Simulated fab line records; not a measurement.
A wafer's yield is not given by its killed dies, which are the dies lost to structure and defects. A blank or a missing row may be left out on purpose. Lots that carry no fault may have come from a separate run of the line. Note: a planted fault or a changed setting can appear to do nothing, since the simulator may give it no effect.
fab line records	flow n5Finfet
record lots=5	wafers=15	lastDay=17
route steps=1938 shown BEOL_M7@1320 BEOL_M8@1332 PASSIVATION@1936
lots that met no fault: taken from a fault-free run of the same line
startH: the number of hours between the record's first day and the start of the first shown wafer of the lot	waitH: time in hours since the lot's previous step	" identical to the entry in the row above	L1.1+2: one row covering several wafers at once	- value missing, or start not given	* or withheld: withheld	< > ~ a bound
route shown NAME@n: NAME is a module with steps in the file, n the number in the route of the first one	usual: mean and standard deviation over wafers with no fault	same: alike in all rows	chamber/n: place in a boat	sites: per-site readings	_std_site: standard deviation of those values	_edge_site: inner sites' mean taken away from outer sites' mean	radiusMm: how far each site lies from the wafer's centre	mask NAME#n: copy n	behind: the last tool/chamber to shape the wafer	hold: cause of the lot's hold/its duration in hours/its outcome	device: the n, p or np transistor that did not switch	end of line: the same wafers' tests at the end of the route	a step with no rows: only its recipe	killed: at the first sort, the dies lost to defects and structure; wafer yield is something else	map: shows each die of a wafer: x if killed, . if not, _ if none is there
set.NAME: the setting that was run; set.NAME@STEP: the one run at that earlier step	model.NAME: the simulator's own value behind a step, which no gauge read
certain route steps with their lots: each step a table, each wafer a row
services: a tool's chamber out of use, with start hour (startH, from the record's first day; less than 0 if before it), hours out, and reason
## steps
# step N5_BEOL_M7_ALD_77
# recipe material=TaN	targetThkA=20	tempC=275	aldPrecursorFamily=PDMAT	aldCoReactant=NH3	pressureTorr=3	carrierFlowSccm=1500	pulseTimeS=2	purgeTimeS=3	coReactantPurgeTimeS=2	coReactantPulseTimeS=3	aldCycles=40	precursorVesselTempC=75	precursorVesselPressureTorr=26.25	precursorVesselCarrierSccm=1000
# usual heaterPowerOuterW=222/24	heaterPowerW=400/46	susceptorTempC=274.99/0.19
lot.wafer	tool	chamber	startH	waitH	heaterPowerOuterW	heaterPowerW	susceptorTempC
L315.1	aldMetal-01	3	206.69	0.0	243	450	274.81
L315.4	"	1	"	"	201	364	275.07
L315.5	"	3	"	"	244	427	274.99
L325.2	aldMetal-03	0	273.11	0.0	207	404	274.99
L325.5	"	1	"	"	245	504	274.65
L325.6	"	2	"	"	264	485	274.83
L332.1	aldMetal-04	2	313.08	0.1	202	402	275.29
L332.2	"	0	"	"	231	409	275.15
L332.4	"	1	"	"	274	449	274.85
L334.3	aldMetal-04	0	319.05	0.1	229	405	274.96
L334.5	"	1	"	"	276	456	275.38
L334.6	"	2	"	"	203	391	274.98
L336.1	aldMetal-01	1	327.02	0.0	201	363	275.10
L336.3	"	3	"	"	240	442	275.15
L336.4	"	2	"	"	213	371	275.07
# step N5_BEOL_M7_SURFACE_TREAT_79
# recipe gas=Ar	timeS=*	ionEnergyEv=*	ionCurrentMaCm2=0.5	pressureMtorr=*	arFlowSccm=30
# step N5_BEOL_M7_CVD_78
# recipe material=Co	targetThkA=20	tempC=withheld	precursor=CCTBA/H2	pressureTorr=30	timeS=142.3
# step N5_BEOL_M7_SPUTTER_48
# recipe material=Cu	targetThkA=100	tempC=-20	biasV=60	powerW=26000	chamberPressurePa=0.13	timeS=1.667
# usual substrateTempC=-20.01/0.09	susceptorTempC=-20.01/0.11	throttleValvePct=29.9/0.76
# same timeS=1.667
lot.wafer	tool	chamber	startH	waitH	substrateTempC	susceptorTempC	throttleValvePct
L315.1	pvdSputter-03	-	207.17	0.1	-19.98	-20.14	31.0
L315.4	"	-	"	"	-20.01	-20.02	29.4
L315.5	"	-	"	"	-19.99	-20.00	29.4
L325.2	pvdSputter-03	-	273.57	0.1	-20.13	-20.01	29.9
L325.5	"	-	"	"	-20.11	-19.99	30.0
L325.6	"	-	"	"	-19.97	-19.97	31.0
L332.1	pvdSputter-03	-	314.13	0.2	-20.13	-19.94	30.4
L332.2	"	-	"	"	-19.96	-20.12	31.4
L332.4	"	-	"	"	-20.07	-19.97	29.2
L334.3	pvdSputter-01	-	319.62	0.1	-19.94	-19.97	29.5
L334.5	"	-	"	"	-20.03	-20.10	29.3
L334.6	"	-	"	"	-20.05	-19.88	30.0
L336.1	pvdSputter-02	-	327.60	0.1	-20.03	-20.16	29.7
L336.3	"	-	"	"	-20.05	-19.84	29.3
L336.4	"	-	"	"	-20.04	-19.87	28.6
# step N5_BEOL_M7_ECD_50
# recipe material=Cu	targetThkA=3000
# step N5_BEOL_M7_ANNEAL_51
# recipe tempC=225	timeS=90	ambient=N2
# step N5_BEOL_M7_CMP_52
# recipe stopOn=SiCOH_lowk	tOverpolishS=6.9	downForcePsi=1	platenRpm=50	clearingPlatenDownForcePsi=1.5	clearingPlatenRpm=50	postCmpClean=cuAlkaline	targetThkNm=80	clearingPlatenPadVelocityMS=0.99484	padVelocityMS=0.99484
# step N5_BEOL_M7_THK_MEAS_53
# recipe thkMeasGauge=xrf	reads=Cu_of_BEOL_M7_ECD_50
# usual M7_THK=80.5/2.7
lot.wafer	tool	chamber	startH	waitH	M7_THK[nm]
L315.1	filmMetro-02	-	207.99	-	79.9
L315.4	"	-	"	"	80.5
L315.5	"	-	"	"	77.3
L325.2	filmMetro-02	-	274.42	-	76.0
L325.5	"	-	"	"	78.8
L325.6	"	-	"	"	80.5
L332.1	filmMetro-02	-	314.94	-	80.0
L332.2	"	-	"	"	80.9
L332.4	"	-	"	"	81.1
L334.3	filmMetro-01	-	320.62	-	84.2
L334.5	"	-	"	"	84.4
L334.6	"	-	"	"	85.4
L336.1	filmMetro-02	-	328.41	-	84.5
L336.3	"	-	"	"	82.3
L336.4	"	-	"	"	79.2
# step N5_BEOL_M7_PRE_CLEAN_55
# recipe gas=NH3	timeS=15	tempC=withheld	rfPowerW=300
# step N5_BEOL_M7_DEP_56
# recipe material=SiCN	targetThkA=100	tempC=withheld	precursor=3MS/NH3	pressureTorr=3	rfW=202	timeS=17.5
# step N5_BEOL_M7_RS_MEAS_57
# recipe thkMeasGauge=four-point-probe	reads=Cu_of_BEOL_M7_ECD_50+Co_of_BEOL_M7_CVD_78+TaN_of_BEOL_M7_ALD_77
# usual M7_RS=0.289/0.011
lot.wafer	tool	chamber	startH	waitH	M7_RS[ohm/sq]
L315.1	filmMetro-02	-	208.14	0.1	0.289
L315.4	"	-	"	"	0.285
L315.5	"	-	"	"	0.298
L325.2	filmMetro-02	-	274.58	0.1	0.307
L325.5	"	-	"	"	0.293
L325.6	"	-	"	"	0.287
L332.1	filmMetro-01	-	315.07	0.1	0.292
L332.2	"	-	"	"	0.289
L332.4	"	-	"	"	0.287
L334.3	filmMetro-02	-	320.75	0.1	0.277
L334.5	"	-	"	"	0.276
L334.6	"	-	"	"	0.272
L336.1	filmMetro-02	-	328.54	0.1	0.275
L336.3	"	-	"	"	0.281
L336.4	"	-	"	"	0.294
# step N5_BEOL_M7_INSPECT_58
# recipe inspectInstrument=darkfield	mode=postDep
# usual rawDefectCount=72/23
lot.wafer	tool	chamber	startH	waitH	rawDefectCount
L315.1	defectInspect-01	-	208.17	0.0	64
L315.4	"	-	"	"	48
L315.5	"	-	"	"	68
L325.2	defectInspect-01	-	274.60	0.0	46
L325.5	"	-	"	"	73
L325.6	"	-	"	"	69
L332.1	defectInspect-02	-	315.10	0.0	73
L332.2	"	-	"	"	81
L332.4	"	-	"	"	55
L334.3	defectInspect-01	-	320.78	0.0	94
L334.5	"	-	"	"	77
L334.6	"	-	"	"	89
L336.1	defectInspect-02	-	328.57	0.0	41
L336.3	"	-	"	"	69
L336.4	"	-	"	"	33
# step N5_BEOL_M8_ILD_DEP_00
# recipe material=SiCOH_lowk	targetThkA=1797.5	tempC=300	precursor=DEMS/porogen	pressureTorr=5	rfW=500	timeS=33.4
# usual heaterPowerOuterW=146/34	heaterPowerW=309/53	showerheadPlenumPTorr=5.735/0.016	susceptorTempC=299.98/0.17	throttleValvePct=13.9/0.71
lot.wafer	tool	chamber	startH	waitH	heaterPowerOuterW	heaterPowerW	showerheadPlenumPTorr	susceptorTempC	throttleValvePct	model.SiCOH_lowk_of_BEOL_M8_ILD_DEP_00.thkNm
L315.1	pecvd-04	2	208.20	0.0	113	294	5.772	299.78	13.1	180.6
L315.4	"	1	"	"	129	281	5.746	299.72	14.4	183.6
L315.5	"	0	"	"	216	408	5.748	300.18	13.8	183.2
L325.2	pecvd-04	0	274.64	0.0	161	338	5.748	299.85	13.9	200.4
L325.5	"	2	"	"	161	351	5.756	300.04	13.2	183.4
L325.6	"	0	"	"	163	342	5.726	299.83	13.7	203
L332.1	pecvd-02	2	315.13	0.0	121	258	5.712	300.03	13.1	176.2
L332.2	"	0	"	"	176	334	5.729	300.02	14.5	183.4
L332.4	"	0	"	"	180	338	5.724	299.93	14.3	183
L334.3	pecvd-02	1	320.82	0.0	201	392	5.725	300.06	14.5	177
L334.5	"	0	"	"	158	320	5.736	300.19	14.0	181.8
L334.6	"	1	"	"	208	404	5.732	299.96	14.6	178.2
L336.1	pecvd-02	0	328.61	0.0	182	347	5.737	299.98	14.4	178.6
L336.3	"	1	"	"	186	372	5.724	300.14	14.6	175
L336.4	"	0	"	"	186	347	5.725	299.90	14.6	181.4
# step N5_BEOL_M8_CURE_74
# recipe tempC=385	timeS=240	ambient=He/Ar	material=SiCOH_lowk
# step N5_BEOL_M8_THK_MEAS_01
# recipe reads=SiCOH_lowk_of_BEOL_M8_ILD_DEP_00
# usual M8_ILD_THK=154.6/2.2
lot.wafer	tool	chamber	startH	waitH	M8_ILD_THK[nm]
L315.1	filmMetro-02	-	208.83	0.4	155.8
L315.4	"	-	"	"	158.4
L315.5	"	-	"	"	158.0
L325.2	filmMetro-02	-	275.22	0.4	173.0
L325.5	"	-	"	"	158.0
L325.6	"	-	"	"	175.3
L332.1	filmMetro-01	-	316.19	0.8	151.9
L332.2	"	-	"	"	158.3
L332.4	"	-	"	"	157.7
L334.3	filmMetro-02	-	321.40	0.3	152.6
L334.5	"	-	"	"	156.8
L334.6	"	-	"	"	153.6
L336.1	filmMetro-02	-	329.19	0.4	154.1
L336.3	"	-	"	"	150.9
L336.4	"	-	"	"	156.5
# step N5_BEOL_M8_PECVD_70
# recipe material=SiO2	targetThkA=200	tempC=400	precursor=TEOS/O2	pressureTorr=5.5	rfW=450	teosFlowSccm=53.8	gas=O2	flowSccm=3000	timeS=22.7
# step N5_BEOL_M8_HM_DEP_02
# recipe material=TiN	targetThkA=200	tempC=25	chamberPressurePa=0.49996
# step N5_BEOL_M8_COAT_59
# recipe resist=SOC	tempC=250	timeS=60	spinRpm=1500	resistThkNm=100
# step N5_BEOL_M8_COAT_60
# recipe resist=SiARC	tempC=220	timeS=60	spinRpm=1500	resistThkNm=35
# step N5_BEOL_M8_COAT_05
# recipe resist=CAR-ArF	spinRpm=1500	resistThkNm=90
# step N5_BEOL_M8_EBR_07
# recipe solvent=PGMEA	ebrWidthMm=1.5
# step N5_BEOL_M8_SOFTBAKE_06
# recipe tempC=110	timeS=60	resist=CAR-ArF
# step N5_BEOL_M8_EXPOSE_08
# recipe maskId=M8	na=1.35	sourceShape=dipole	sigmaInner=0.817	sigmaOuter=0.97	polarization=te	doseMj=68.25
# step N5_BEOL_M8_PEB_09
# recipe pebTempC=withheld	pebTimeS=60	resist=CAR-ArF
# step N5_BEOL_M8_DEVELOP_10
# recipe developTimeS=30	developer=TMAH	resist=CAR-ArF	rinseLiquid=diw	dry=airSpin	devTempC=23
# step N5_BEOL_M8_CD_MEAS_11
# recipe targetCdNm=38.5	landingEnergyEv=500	detector=seInlens	polarity=opening
# usual cdNm=38.6/0.51
lot.wafer	tool	chamber	startH	waitH	cdNm
L315.1	cdSem-01	0	209.75	-	38.3
L315.4	"	0	"	"	38.9
L315.5	"	0	"	"	39.5
L325.2	cdSem-02	0	276.13	-	39.1
L325.5	"	0	"	"	38.9
L325.6	"	0	"	"	38.6
L332.1	cdSem-03	0	318.20	-	38.5
L332.2	"	0	"	"	37.9
L332.4	"	0	"	"	38.5
L334.3	cdSem-03	0	323.23	-	39.4
L334.5	"	0	"	"	39.3
L334.6	"	0	"	"	38.9
L336.1	cdSem-02	0	330.32	-	38.9
L336.3	"	0	"	"	38.6
L336.4	"	0	"	"	38.8
# step N5_BEOL_M8_OVL_MEAS_12
# recipe pointsPerWafer=44
# usual M8_OVL=-0.6/0.71
lot.wafer	tool	chamber	startH	waitH	M8_OVL[nm]
L315.1	overlay-02	0	209.78	0.0	-1.1
L315.4	"	0	"	"	-1.6
L315.5	"	0	"	"	-1.0
L325.2	overlay-01	0	276.16	0.0	-0.2
L325.5	"	0	"	"	-0.8
L325.6	"	0	"	"	-1.4
L332.1	overlay-01	0	318.23	0.0	-0.3
L332.2	"	0	"	"	-1.2
L332.4	"	0	"	"	-0.2
L334.3	overlay-02	0	323.25	0.0	-1.3
L334.5	"	0	"	"	0.0
L334.6	"	0	"	"	-0.9
L336.1	overlay-02	0	330.35	0.0	-0.2
L336.3	"	0	"	"	0.1
L336.4	"	0	"	"	-0.3
# step N5_BEOL_M8_INSPECT_13
# recipe mode=adi	inspectInstrument=brightfield
# usual rawDefectCount=436/99
lot.wafer	tool	chamber	startH	waitH	rawDefectCount
L315.1	defectInspect-02	-	209.80	0.0	309
L315.4	"	-	"	"	464
L315.5	"	-	"	"	425
L325.2	defectInspect-01	-	276.19	0.0	362
L325.5	"	-	"	"	390
L325.6	"	-	"	"	328
L332.1	defectInspect-01	-	318.26	0.0	354
L332.2	"	-	"	"	331
L332.4	"	-	"	"	331
L334.3	defectInspect-02	-	323.28	0.0	350
L334.5	"	-	"	"	315
L334.6	"	-	"	"	556
L336.1	defectInspect-01	-	330.38	0.0	426
L336.3	"	-	"	"	328
L336.4	"	-	"	"	407
# step N5_BEOL_M8_DESCUM_16
# recipe chemistry=O2	timeS=7.9	sourcePowerW=50	biasPowerW=20	pressureMtorr=20	rfFrequencyHz=2.712e+07	tempC=40	resist=CAR-ArF	o2FlowSccm=225
# step N5_BEOL_M8_ETCH_61
# recipe chemistry=CF4	target=SiARC	targetDepthA=455	maskMaterial=CAR-ArF	timeS=75.8	ionEnergyEv=80	pressureMtorr=40	sourceW=545	biasW=36	Ar_flow_sccm=100	cf4FlowSccm=100	ends=cleared
# usual drypumpMotorCurrentA=5.61/0.27	etchRfOnTimeS=76.9/2.3	oesProductAu=0.68/0.07	rfVppV=183.8/1.1	showerheadPlenumPTorr=2.11/0.061	throttleValvePct=15.60/0.23
lot.wafer	tool	chamber	startH	waitH	drypumpMotorCurrentA	etchRfOnTimeS	oesProductAu	rfHoursCounterH	rfVppV	showerheadPlenumPTorr	throttleValvePct
L315.1	rieDiel-03	2	209.87	0.0	5.72	77.4	0.74	58	185.2	2.18	15.46
L315.4	"	1	"	"	5.23	77.7	0.67	125	183.7	2.06	15.51
L315.5	"	2	"	"	5.70	78.1	0.73	-	184.0	2.18	15.45
L325.2	rieDiel-03	2	276.25	0.0	5.71	78.9	0.71	81	184.4	2.17	15.49
L325.5	"	2	"	"	5.69	79.1	0.70	-	183.1	2.18	15.50
L325.6	"	1	"	"	5.23	77.9	0.65	-	183.0	2.05	15.57
L332.1	rieDiel-06	3	318.37	0.0	5.95	76.3	0.81	3	186.2	2.28	15.43
L332.2	"	2	"	"	5.55	74.2	0.70	120	185.1	2.16	15.61
L332.4	"	1	"	"	5.42	75.7	0.71	85	183.8	2.16	15.55
L334.3	rieDiel-06	0	323.47	0.0	6.02	80.1	0.68	88	184.5	2.06	15.44
L334.5	"	0	"	"	6.05	80.1	0.67	-	183.2	2.06	15.44
L334.6	"	1	"	"	5.42	75.0	0.71	-	184.0	2.16	15.54
L336.1	rieDiel-02	3	330.92	0.0	5.76	76.0	0.71	71	182.5	2.08	15.52
L336.3	"	1	"	"	5.21	76.9	0.60	186	184.1	2.06	16.15
L336.4	"	2	"	"	5.68	74.8	0.78	15	182.9	2.10	15.41
# step N5_BEOL_M8_ETCH_62
# recipe chemistry=N2/H2	target=SOC	targetDepthA=1100	overetchA=220	maskMaterial=SiARC	tempC=40	timeS=165	ionEnergyEv=200	pressureMtorr=30	sourceW=840	biasW=150	n2FlowSccm=200	h2FlowSccm=200
# step N5_BEOL_M8_STRIP_68
# recipe chemistry=N2/H2	tempC=40	n2FlowSccm=200	h2FlowSccm=200	rfFrequencyHz=6e+07
# step N5_BEOL_M8_STRIP_67
# recipe chemistry=CF4	resist=SiARC	powerW=300	biasPowerW=75	pressureMtorr=50	cf4FlowSccm=150	rfFrequencyHz=6e+07
# step N5_BEOL_M8_HM_OPEN_17
# recipe chemistry=Cl2/BCl3	targetDepthA=200	overetchA=60	target=TiN	maskMaterial=SOC	ionEnergyEv=150	pressureMtorr=10	icpW=1000	biasW=126	Cl2_flow_sccm=53.25	bcl3FlowSccm=21.75	Ar_flow_sccm=25
# usual drypumpMotorCurrentA=5.7/0.38	oesProductAu=0.69/0.078	throttleValvePct=22.32/0.18
lot.wafer	tool	chamber	startH	waitH	drypumpMotorCurrentA	oesProductAu	rfHoursCounterH	throttleValvePct
L315.1	rieMetal-02	1	210.12	0.0	4.7	0.55	102	22.66
L315.4	"	0	"	"	5.6	0.77	-	22.21
L315.5	"	0	"	"	5.6	0.77	-	22.22
L325.2	rieMetal-03	1	276.50	0.0	6.0	0.76	18	22.04
L325.5	"	0	"	"	6.0	0.59	-	22.53
L325.6	"	1	"	"	6.0	0.75	-	22.03
L332.1	rieMetal-01	1	318.61	0.0	5.9	0.70	32	22.26
L332.2	"	0	"	"	5.6	0.74	15	22.33
L332.4	"	0	"	"	5.6	0.74	-	22.33
L334.3	rieMetal-02	0	323.77	0.1	5.6	0.72	-	22.25
L334.5	"	0	"	"	5.6	0.72	-	22.25
L334.6	"	0	"	"	5.6	0.71	-	22.26
L336.1	rieMetal-01	1	331.16	0.0	5.9	0.68	33	22.29
L336.3	"	1	"	"	5.9	0.68	-	22.30
L336.4	"	0	"	"	5.6	0.75	-	22.32
# step N5_BEOL_M8_STRIP_19
# recipe chemistry=O2	powerW=400	tempC=40	pressureMtorr=30	rfFrequencyHz=6e+07	biasPowerW=0	overashFraction=0.2	o2FlowSccm=225
# usual drypumpMotorCurrentA=5.63/0.29	oesProductAu=0.80/0.079	rfVppV=3.7/0.62	showerheadPlenumPTorr=2.06/0.062	tempC=39.98/0.12	throttleValvePct=16.61/0.22
# same biasPowerW=0
lot.wafer	tool	chamber	startH	waitH	drypumpMotorCurrentA	oesProductAu	rfHoursCounterH	rfVppV	showerheadPlenumPTorr	tempC	throttleValvePct
L315.1	rieDiel-02	3	210.23	0.1	5.71	0.92	22	4.1	2.06	40.02	16.53
L315.4	"	3	"	"	5.69	0.90	-	4.3	2.06	40.18	16.54
L315.5	"	0	"	"	5.69	0.69	-	3.6	1.96	39.91	16.79
L325.2	rieDiel-06	3	276.61	0.1	5.93	0.67	247	3.0	1.98	39.89	16.98
L325.5	"	2	"	"	5.55	0.82	-	3.2	2.10	39.91	16.56
L325.6	"	1	"	"	5.43	0.83	-	4.1	2.12	40.19	16.61
L332.1	rieDiel-02	1	318.76	0.1	5.18	0.71	181	3.9	2.00	40.09	17.18
L332.2	"	3	"	"	5.75	0.84	66	4.7	2.04	40.16	16.62
L332.4	"	1	"	"	5.23	0.72	-	4.3	2.00	40.09	17.17
L334.3	rieDiel-03	1	323.96	0.2	5.21	0.75	168	2.8	2.03	39.90	16.84
L334.5	"	1	"	"	5.22	0.75	-	4.5	2.03	39.91	16.81
L334.6	"	0	"	"	5.07	0.87	-	3.4	2.14	39.96	16.26
L336.1	rieDiel-06	1	331.30	0.1	5.42	0.81	91	4.1	2.12	39.91	16.64
L336.3	"	2	"	"	5.56	0.79	126	3.9	2.09	40.17	16.59
L336.4	"	0	"	"	6.02	0.79	92	3.2	2.02	39.93	16.52
# step N5_BEOL_M8_CD_MEAS_18
# recipe pitchNm=80	targetCdNm=40
# usual cdNm=40.2/0.65
lot.wafer	tool	chamber	startH	waitH	cdNm
L315.1	cdSem-03	-	210.30	0.0	40.4
L315.4	"	-	"	"	40.3
L315.5	"	-	"	"	40.8
L325.2	cdSem-03	-	276.68	0.1	40.8
L325.5	"	-	"	"	40.4
L325.6	"	-	"	"	39.5
L332.1	cdSem-02	-	318.83	0.0	39.8
L332.2	"	-	"	"	39.7
L332.4	"	-	"	"	40.0
L334.3	cdSem-02	-	324.03	0.1	40.6
L334.5	"	-	"	"	40.6
L334.6	"	-	"	"	39.9
L336.1	cdSem-02	-	331.37	0.0	40.4
L336.3	"	-	"	"	39.4
L336.4	"	-	"	"	41.0
# step N5_BEOL_M8_COAT_63
# recipe resist=SOC	tempC=250	timeS=60	spinRpm=1500	resistThkNm=60
# step N5_BEOL_M8_COAT_64
# recipe resist=SiARC	tempC=220	timeS=60	spinRpm=1500	resistThkNm=12
# step N5_BEOL_M8_COAT_71
# recipe resist=underlayer	tempC=205	timeS=60	spinRpm=1500	resistThkNm=5
# step N5_BEOL_M8_COAT_22
# recipe resist=CAR-EUV	spinRpm=1500	resistThkNm=30
# step N5_BEOL_M8_EBR_24
# recipe solvent=PGMEA	ebrWidthMm=1.5
# step N5_BEOL_M8_SOFTBAKE_23
# recipe tempC=110	timeS=60	resist=CAR-EUV
# step N5_BEOL_M8_CMP_52
# recipe stopOn=SiCOH_lowk	tOverpolishS=6.9	downForcePsi=1	platenRpm=50	clearingPlatenDownForcePsi=1.5	clearingPlatenRpm=50	postCmpClean=cuAlkaline	targetThkNm=80	clearingPlatenPadVelocityMS=0.99484	padVelocityMS=0.99484
# usual edgeZonePressureFrac=0.999/0.005	motorCurrentA=6.2/0.65	slurryFlowMlMin=150.0/0.46
lot.wafer	tool	chamber	startH	waitH	edgeZonePressureFrac	motorCurrentA	slurryFlowMlMin	model.SiCOH_lowk_of_BEOL_M8_ILD_DEP_00.thkNm
L315.1	cmp-04	3	213.87	0.3	0.996	5.8	150.3	152.8
L315.4	"	2	"	"	0.997	6.2	150.7	155.2
L315.5	"	0	"	"	0.994	6.7	150.5	155
L325.2	cmp-01	1	283.28	0.2	1.000	6.5	149.5	170
L325.6	"	1	"	"	0.992	6.8	149.6	172.4
L325.5	"	2	"	"	1.003	6.7	150.2	155.2
L332.1	cmp-03	1	323.26	0.3	1.005	5.4	150.1	149
L332.4	"	2	"	"	1.001	6.0	150.3	154.8
L332.2	"	0	"	"	0.992	5.5	150.0	155.2
L334.3	cmp-01	1	327.60	0.2	0.993	6.7	150.3	149.6
L334.5	"	3	"	"	0.995	6.1	150.1	153.8
L334.6	"	0	"	"	0.998	6.2	149.6	150.6
L336.4	cmp-01	1	336.41	0.1	1.005	7.0	150.5	153.4
L336.1	"	3	"	"	1.009	6.7	149.8	151
L336.3	"	0	"	"	0.999	6.1	149.2	147.8
# step N5_PASSIVATION_PROBE_49
# usual defectLimitedYield=91.4/1.4	killed_at_M0_to_M3=34/8.9	killed_at_M4_up=13/4.6	killedAtContacts=12/5.5	killedAtFrontEnd=41/11	killedAtOther=3.1/2.9	killedDies=102/16	killedOpen=66/11	killedShort=34/7.6	sort_bin_4_leakage=0.01/0.14	sort_bin_5_function=5.1/0.89	sort_bin_6_memory=3.2/0.61	sortNPass=1078/16	sortYieldPct=91.3/1.4
# same grossDies=1180	killedAtBackSide=0	sort_bin_8_speed[%]=0
lot.wafer	tool	chamber	startH	waitH	defectLimitedYield[%]	killed_at_M0_to_M3	killed_at_M4_up	killedAtContacts	killedAtFrontEnd	killedAtOther	killedDies	killedOpen	killedShort	sort_bin_4_leakage[%]	sort_bin_5_function[%]	sort_bin_6_memory[%]	sortNPass	sortYieldPct[%]
L325.2	prober-01	-	346.67	0.1	92.3	24	12	23	30	2	91	63	28	0	4.7	2.6	1089	92.3
L325.5	prober-01	-	346.82	0.2	89.5	35	17	14	54	4	124	73	41	0	5.7	3.6	1056	89.5
L325.6	prober-01	-	346.87	0.3	91.1	25	13	12	53	2	105	75	30	0	5.3	3.5	1075	91.1
L332.1	prober-02	-	384.72	0.0	90.2	39	21	16	38	2	116	80	36	0	5.0	4.3	1064	90.2
L332.2	prober-02	-	384.77	0.1	90.8	30	23	8	39	9	109	72	34	0	5.3	3.4	1071	90.8
L332.4	prober-02	-	384.87	0.2	90.2	58	11	11	32	4	116	77	39	0	5.9	3.6	1064	90.2
L336.1	prober-01	-	407.78	0.0	90.3	35	17	16	45	1	114	73	34	0	5.0	3.6	1066	90.3
L336.3	prober-01	-	407.88	0.1	92.9	37	16	9	18	4	84	65	19	0	4.7	2.3	1096	92.9
L336.4	prober-01	-	407.93	0.2	92.2	23	12	4	48	5	92	61	31	0	4.6	2.8	1088	92.2
# killed by level:class
L325.2 MOL_CONTACT_COAG:geometricParticle:open=19 STI_FIN_REVEAL:geometricParticle:open=7 BEOL_M0_SAQP:geometricParticle:short=7 BEOL_M4:geometricParticle:open=7 FIN_SAQP:geometricParticle:open=5 FIN_SAQP:geometricParticle:short=4 MOL_CONTACT_COAG:geometricParticle:short=4 BEOL_M0_SAQP:geometricParticle:open=4
L325.5 FIN_SAQP:geometricParticle:open=14 BEOL_M0_SAQP:geometricParticle:open=13 MOL_CONTACT_COAG:geometricParticle:open=12 FIN_SAQP:geometricParticle:short=10 HKMG_FIN:areaEtch=9 BEOL_M1:geometricParticle:short=7 BEOL_M0_SAQP:geometricParticle:short=5 STI_FIN_REVEAL:geometricParticle:open=4
L325.6 FIN_SAQP:geometricParticle:open=15 STI_FIN_REVEAL:geometricParticle:open=13 MOL_CONTACT_COAG:geometricParticle:open=11 FIN_SAQP:geometricParticle:short=9 BEOL_M0_SAQP:geometricParticle:open=8 BEOL_M4:geometricParticle:open=7 BEOL_M0_SAQP:geometricParticle:short=5 STI_FIN_REVEAL:geometricParticle:short=4
L332.1 MOL_CONTACT_COAG:geometricParticle:open=11 BEOL_M3:geometricParticle:open=9 BEOL_M4:geometricParticle:open=9 BEOL_M0_SAQP:geometricParticle:short=7 BEOL_M1:geometricParticle:open=7 BEOL_M2:geometricParticle:open=7 FIN_SAQP:geometricParticle:short=6 STI_FIN_REVEAL:geometricParticle:open=6
L332.2 FIN_SAQP:geometricParticle:open=12 BEOL_M3:geometricParticle:open=8 BEOL_M4:geometricParticle:open=8 BEOL_M0_SAQP:geometricParticle:open=7 BEOL_M2:geometricParticle:open=7 MOL_CONTACT_COAG:geometricParticle:open=6 GATE_CUT:geometricParticle:short=5 DUMMY_GATE:geometricParticle:open=4
L332.4 BEOL_M0_SAQP:geometricParticle:short=13 BEOL_M1:geometricParticle:open=12 MOL_CONTACT_COAG:geometricParticle:open=10 BEOL_M3:geometricParticle:open=10 FIN_SAQP:geometricParticle:open=9 BEOL_M0_SAQP:geometricParticle:open=9 FIN_SAQP:geometricParticle:short=7 BEOL_M2:geometricParticle:open=7
L336.1 MOL_CONTACT_COAG:geometricParticle:open=15 BEOL_M3:geometricParticle:open=11 BEOL_M4:geometricParticle:open=10 HKMG_FIN:areaEtch=7 STARTING-WAFER:geometricParticle:short=6 BEOL_M0_SAQP:geometricParticle:open=6 BEOL_M1:geometricParticle:open=6 STI_FIN_REVEAL:geometricParticle:open=5
L336.3 BEOL_M1:geometricParticle:open=14 BEOL_M3:geometricParticle:open=8 MOL_CONTACT_COAG:geometricParticle:open=7 FIN_SAQP:geometricParticle:open=6 BEOL_M4:geometricParticle:open=6 BEOL_M0_SAQP:geometricParticle:open=5 BEOL_M4:geometricParticle:short=4 FIN_SAQP:geometricParticle:short=3
L336.4 FIN_SAQP:geometricParticle:open=13 BEOL_M3:geometricParticle:open=10 FIN_SAQP:geometricParticle:short=9 BEOL_M1:geometricParticle:open=5 STI_FIN_REVEAL:geometricParticle:open=4 BEOL_M4:geometricParticle:open=4 PASS1_CAP:geometricParticle:short=4 ILD0:geometricParticle:short=3
## services
tool	chamber	startH	hours	kind
cmp-01	-	186.87	1.3	repair
rieDiel-02	-	198.01	0.6	repair
cmp-03	-	201.25	0.8	repair
rieDiel-02	1	204.08	6.8	repair
cmp-01	-	210.70	7.7	pm
aldMetal-04	1	211.18	24.9	repair
cmp-03	-	219.62	0.4	repair
cmp-01	-	220.48	4.0	pm
rieDiel-02	-	223.96	2.3	repair
rieDiel-03	2	228.06	8.4	repair
rieDiel-06	2	235.93	8.0	repair
cmp-03	-	241.11	14.1	pm
rieDiel-02	0	246.25	4.4	repair
rieDiel-06	3	253.06	2.6	repair
pecvd-02	1	261.67	13.0	repair
rieMetal-01	0	269.93	3.0	repair
cmp-01	-	272.34	2.0	repair
rieMetal-02	0	278.28	5.4	repair
aldMetal-04	-	304.74	6.0	pm
cmp-01	-	307.40	6.7	repair
pecvd-04	-	307.90	2.5	repair
rieDiel-03	-	308.90	0.2	repair
aldMetal-01	-	319.58	0.7	repair
rieDiel-06	3	322.17	1.7	repair
## key
firstSign step=N5_BEOL_M8_THK_MEAS_01	reading=M8_ILD_THK	direction=up	sigmas=8.9	usual=154.6	struck=174.2
effect none on later readings
modelEffect step=N5_BEOL_M8_ILD_DEP_00	value=SiCOH_lowk_of_BEOL_M8_ILD_DEP_00.thkNm	without=177.4	struck=201.7
modelEffect step=N5_BEOL_M8_CMP_52	value=SiCOH_lowk_of_BEOL_M8_ILD_DEP_00.thkNm	without=150	struck=171.2
metAt N5_BEOL_M8_ILD_DEP_00
struckWafers L325.2,L325.6
onsetBetween 208.20 274.64
fault kind=processParameterDrift	tool=pecvd-04	chamber=0	onsetH=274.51	steps=N5_BEOL_M8_ILD_DEP_00	channel=timeS	offset=*	shape=step	endH=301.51	actsIn=*	stated=*
